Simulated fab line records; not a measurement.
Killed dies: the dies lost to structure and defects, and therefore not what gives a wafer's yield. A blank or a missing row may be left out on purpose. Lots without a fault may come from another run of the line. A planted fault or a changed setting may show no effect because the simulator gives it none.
Which tool did it? -- flow n5 finfet -- Sampling: 24 lots, 72 wafers, 4 of 1938 route steps

WHAT THE GAUGES SHOWED, per wafer
N5_BEOL_M4_CD_MEAS_28: target cd 26.2 nm, target cd y 24.1 nm.
lot,measured,on,cd nm (nm)
L074,day 7 10:27,cd sem-03,26.38 25.92 26.78
L077,day 7 21:41,cd sem-01,26.19 26.51 25.91
L075,day 8 01:19,cd sem-03,26.48 26.34 26.43
L076,day 8 05:59,cd sem-03,26.09 26.38 26.09
L078,day 8 10:49,cd sem-01,26.08 25.72 26.02
L079,day 9 19:44,cd sem-01,26.27 26.12 26.37
L080,day 9 20:03,cd sem-02,25.88 26.33 26.29
L082,day 10 01:16,cd sem-01,26.23 26.14 26.15
L081,day 10 01:55,cd sem-02,26.46 26.17 26.39
L083,day 10 05:33,cd sem-03,26.23 26.05 26.42
L084,day 10 12:19,cd sem-01,26.08 26.20 25.95
L085,day 10 15:59,cd sem-02,26.06 25.92 26.67
L087,day 11 09:03,cd sem-01,26.17 26.06 26.24
L088,day 11 09:54,cd sem-03,26.28 26.23 26.30
L086,day 11 12:15,cd sem-03,26.34 26.47 26.18
L089,day 11 12:38,cd sem-02,25.92 26.16 26.44
L090,day 11 19:13,cd sem-02,26.18 25.98 25.96
L091,day 12 00:55,cd sem-02,26.00 26.20 26.43
L092,day 12 17:49,cd sem-03,26.31 26.41 26.18
L093,day 13 00:21,cd sem-03,26.16 26.21 26.53
L095,day 13 05:11,cd sem-01,25.95 26.24 26.12
L094,day 13 06:10,cd sem-03,26.18 26.38 26.09
L096,day 13 12:53,cd sem-03,26.58 26.03 26.29
L097,day 14 23:46,cd sem-02,26.04 26.20 26.51

N5_BEOL_M4_CD_MEAS_35: target cd 18 nm, target cd y 22.4 nm.
lot,measured,on,cd nm (nm)
L074,day 7 15:32,cd sem-01,17.5 17.4 17.5
L077,day 8 05:20,cd sem-01,17.9 18.6 18.6
L075,day 8 08:58,cd sem-03,18.4 17.6 17.5
L076,day 8 09:06,cd sem-01,17.9 17.9 17.9
L078,day 8 21:50,cd sem-03,18.4 18.6 18.4
L079,day 9 23:44,cd sem-03,18.4 17.4 18.0
L080,day 10 00:22,cd sem-02,17.9 17.5 17.7
L082,day 10 04:20,cd sem-01,18.3 18.1 18.3
L081,day 10 07:11,cd sem-03,17.6 17.6 17.5
L083,day 10 10:39,cd sem-02,18.1 17.7 17.5
L084,day 11 07:53,cd sem-02,18.8 18.0 18.2
L085,day 11 07:46,cd sem-01,17.8 17.8 17.8
L087,day 11 10:58,cd sem-01,18.0 18.7 18.0
L088,day 11 11:32,cd sem-03,17.8 17.6 17.8
L086,day 11 14:29,cd sem-02,17.5 17.2 18.5
L089,day 11 18:31,cd sem-01,18.1 18.0 17.5
L090,day 12 00:41,cd sem-02,18.4 18.0 18.5
L091,day 12 11:25,cd sem-03,17.2 17.5 18.2
L092,day 12 19:55,cd sem-02,17.7 17.7 17.7
L093,day 13 06:27,cd sem-02,18.4 18.8 18.5
L095,day 13 22:59,cd sem-02,17.7 18.3 16.9
L094,day 14 04:50,cd sem-03,17.8 17.8 18.1
L096,day 14 07:50,cd sem-02,18.4 18.0 17.7
L097,day 15 07:54,cd sem-03,17.9 18.4 18.5

EACH LOT AND THE TOOL THAT RAN IT (in order: tool; ch and the chambers of the sampled wafers; start)
lot,N5_BEOL_M4_ETCH_69,N5_BEOL_M4_TRENCH_ETCH_37
L074,"rie diel-01 ch 0,1,2, day 7 10:38","rie diel-02 ch 0,1,3, day 7 15:32 or earlier"
L077,"rie diel-01 ch 0,1, day 7 21:51","rie diel-06 ch 0,1,2, day 8 05:20 or earlier"
L075,"rie diel-06 ch 1,3, day 8 01:29","rie diel-02 ch 0,1, day 8 08:58 or earlier"
L076,"rie diel-06 ch 0,1,3, day 8 06:10","rie diel-06 ch 2,3, day 8 09:06 or earlier"
L078,"rie diel-06 ch 2,3, day 8 10:59","rie diel-02 ch 0,1, day 8 21:50 or earlier"
L079,"rie diel-01 ch 0,2,3, day 9 19:54","rie diel-02 ch 0,2, day 9 23:44 or earlier"
L080,"rie diel-06 ch 0,1,3, day 9 20:13","rie diel-02 ch 0,3, day 10 00:22 or earlier"
L082,"rie diel-01 ch 0,3, day 10 01:53","rie diel-06 ch 0,1, day 10 04:20 or earlier"
L081,"rie diel-01 ch 0,2, day 10 02:15","rie diel-02 ch 1,2, day 10 07:11 or earlier"
L083,"rie diel-06 ch 1,3, day 10 05:44","rie diel-02 ch 1,3, day 10 10:39 or earlier"
L084,"rie diel-02 ch 0,1,2, day 10 12:29","rie diel-06 ch 0,1,2, day 11 07:53 or earlier"
L085,"rie diel-02 ch 0,1,2, day 10 16:10","rie diel-01 ch 0,1,2, day 11 07:46 or earlier"
L087,"rie diel-06 ch 0,1,2, day 11 09:13","rie diel-06 ch 1,3, day 11 10:58 or earlier"
L088,"rie diel-01 ch 0,1,2, day 11 10:04","rie diel-02 ch 0,2,3, day 11 11:32 or earlier"
L086,"rie diel-02 ch 1,2, day 11 12:31","rie diel-02 ch 1,2,3, day 11 14:29 or earlier"
L089,"rie diel-02 ch 0,1,3, day 11 12:49","rie diel-02 ch 0,1,3, day 11 18:31 or earlier"
L090,"rie diel-02 ch 2,3, day 11 19:23","rie diel-02 ch 0,1,3, day 12 00:41 or earlier"
L091,"rie diel-01 ch 2,3, day 12 01:05","rie diel-06 ch 0,1, day 12 11:25 or earlier"
L092,"rie diel-02 ch 1,2, day 12 18:10","rie diel-06 ch 0,3, day 12 19:55 or earlier"
L093,"rie diel-06 ch 0,1,2, day 13 00:39","rie diel-02 ch 1,2,3, day 13 06:27 or earlier"
L095,"rie diel-02 ch 0,1, day 13 05:22","rie diel-01 ch 0,1,2, day 13 22:59 or earlier"
L094,"rie diel-02 ch 1,2, day 13 06:56","rie diel-02 ch 0,3, day 14 04:50 or earlier"
L096,"rie diel-02 ch 0,1,3, day 13 13:06","rie diel-01 ch 0,1,3, day 14 07:50 or earlier"
L097,"rie diel-01 ch 0,1, day 14 23:56","rie diel-01 ch 1,3, day 15 07:54 or earlier"
- N5_BEOL_M4_ETCH_69: etches SiARC in CF4, target depth 15.6 nm, time 26 s.
- N5_BEOL_M4_TRENCH_ETCH_37: etches SiOC in C4F6/O2, target depth 55.555 nm, time 29.2 s.

WHAT THE TOOLS THEMSELVES READ (means of the sampled wafers that have a number; where no wafer has one, the mark that the record gives instead)
N5_BEOL_M4_ETCH_69.
lot,tool,chamber pressure mTorr (mTorr),drypump motor current A (A),etch rf on time s (s),oes product au (a.u.),rf vpp V (V),showerhead plenum p Torr (Torr),throttle valve pct (%)
L074,rie diel-01,40.03,5.7,26.0,0.74,185.0,2.17,15.60
L077,rie diel-01,40.03,5.7,25.8,0.76,184.4,2.18,15.52
L075,rie diel-06,40.00,5.7,26.0,0.71,183.1,2.09,15.65
L076,rie diel-06,40.00,5.4,26.2,0.69,184.2,2.13,15.74
L078,rie diel-06,40.00,5.6,26.1,0.63,183.6,2.12,15.77
L079,rie diel-01,40.04,5.7,25.8,0.66,183.4,2.14,15.74
L080,rie diel-06,39.97,5.4,25.8,0.70,183.8,2.13,15.77
L082,rie diel-01,39.99,5.7,25.4,0.65,184.0,2.13,15.79
L081,rie diel-01,39.98,5.7,26.0,0.68,184.6,2.15,15.70
L083,rie diel-06,40.04,5.7,25.6,0.70,183.0,2.08,15.68
L084,rie diel-02,40.02,5.6,26.0,0.63,183.8,2.08,15.81
L085,rie diel-02,40.01,5.5,26.0,0.63,183.1,2.08,15.82
L087,rie diel-06,40.00,5.2,26.3,0.66,184.1,2.17,15.78
L088,rie diel-01,39.99,5.7,26.1,0.69,184.1,2.16,15.66
L086,rie diel-02,40.01,5.3,25.9,0.61,183.0,2.07,16.01
L089,rie diel-02,40.00,5.5,26.1,0.62,184.4,2.13,15.78
L090,rie diel-02,40.01,5.2,26.3,0.59,183.4,2.09,16.14
L091,rie diel-01,39.98,5.7,25.3,0.65,184.0,2.14,15.82
L092,rie diel-02,39.99,5.3,26.1,0.60,182.8,2.07,16.03
L093,rie diel-06,40.00,5.2,26.2,0.64,185.0,2.17,15.81
L095,rie diel-02,40.03,5.8,26.0,0.63,183.4,2.08,15.67
L094,rie diel-02,39.96,5.3,26.3,0.60,182.8,2.07,16.04
L096,rie diel-02,40.01,5.5,26.2,0.62,184.3,2.13,15.81
L097,rie diel-01,39.98,5.7,26.6,0.67,184.5,2.15,15.68

N5_BEOL_M4_TRENCH_ETCH_37.
lot,tool,chamber pressure mTorr (mTorr),drypump motor current A (A),oes_f_703_au (a.u.),oes product au (a.u.),rf vpp V (V),showerhead plenum p Torr (Torr),throttle valve pct (%)
L074,rie diel-02,29.999,5.5,0.76,0.76,665,2.85,20.97
L077,rie diel-06,30.004,5.2,0.80,0.79,666,2.91,21.06
L075,rie diel-02,29.997,5.9,0.76,0.76,654,2.78,20.81
L076,rie diel-06,29.985,5.7,0.74,0.74,652,2.82,21.06
L078,rie diel-02,30.013,5.9,0.76,0.76,654,2.78,20.82
L079,rie diel-02,30.023,5.6,0.73,0.71,672,2.72,21.18
L080,rie diel-02,30.026,5.8,0.75,0.75,665,2.81,21.00
L082,rie diel-06,30.019,5.2,0.87,0.88,669,2.86,21.00
L081,rie diel-02,30.009,5.2,0.73,0.74,664,2.80,21.03
L083,rie diel-02,30.016,5.2,0.73,0.74,667,2.87,21.02
L084,rie diel-06,29.997,5.2,0.77,0.77,666,2.90,21.09
L085,rie diel-01,30.023,5.7,0.82,0.81,668,2.87,20.95
L087,rie diel-06,30.005,5.4,0.86,0.88,666,2.79,20.95
L088,rie diel-02,30.017,5.5,0.72,0.71,674,2.79,21.19
L086,rie diel-02,29.982,5.2,0.71,0.72,675,2.82,21.21
L089,rie diel-02,30.014,5.5,0.73,0.74,665,2.83,21.02
L090,rie diel-02,29.983,5.5,0.73,0.73,664,2.83,21.02
L091,rie diel-06,29.998,5.2,0.77,0.76,660,2.89,21.15
L092,rie diel-06,30.001,5.4,0.71,0.69,649,2.86,21.22
L093,rie diel-02,29.991,5.2,0.70,0.71,675,2.82,21.22
L095,rie diel-01,29.993,5.7,0.79,0.79,668,2.86,20.98
L094,rie diel-02,29.977,5.8,0.72,0.72,665,2.79,21.05
L096,rie diel-01,29.988,5.7,0.77,0.77,674,2.85,21.02
L097,rie diel-01,30.017,5.7,0.74,0.75,673,2.83,21.07

THE ANSWER, worked out from the rows above alone
Rule: usual is defined by the lots themselves. Put in order of their means at a reading, lots are off if they are a third of the lots or fewer, leave a main group of 4 or more, and stand apart from it by a gap of 3 or more times the standard deviation of the main group's means; of several such gaps the widest counts. The tables above print the reading to a certain number of digits; a main group whose means all agree to those digits is not used. A lot without any number at a reading at which 4 lots or more have one is off too. Where the step has rows for the other lots, those lots are counted as sound. After the gauges, taken in route order, come the tools' own readings; for these a lot's mean is taken, as printed above. The first step at which some lot is off is used, and at that step the reading that is off furthest; a lot without a number counts as furthest.
None of the lots is off at any reading shown; this tells nothing.

WHAT WAS PUT IN BY THE SIMULATOR
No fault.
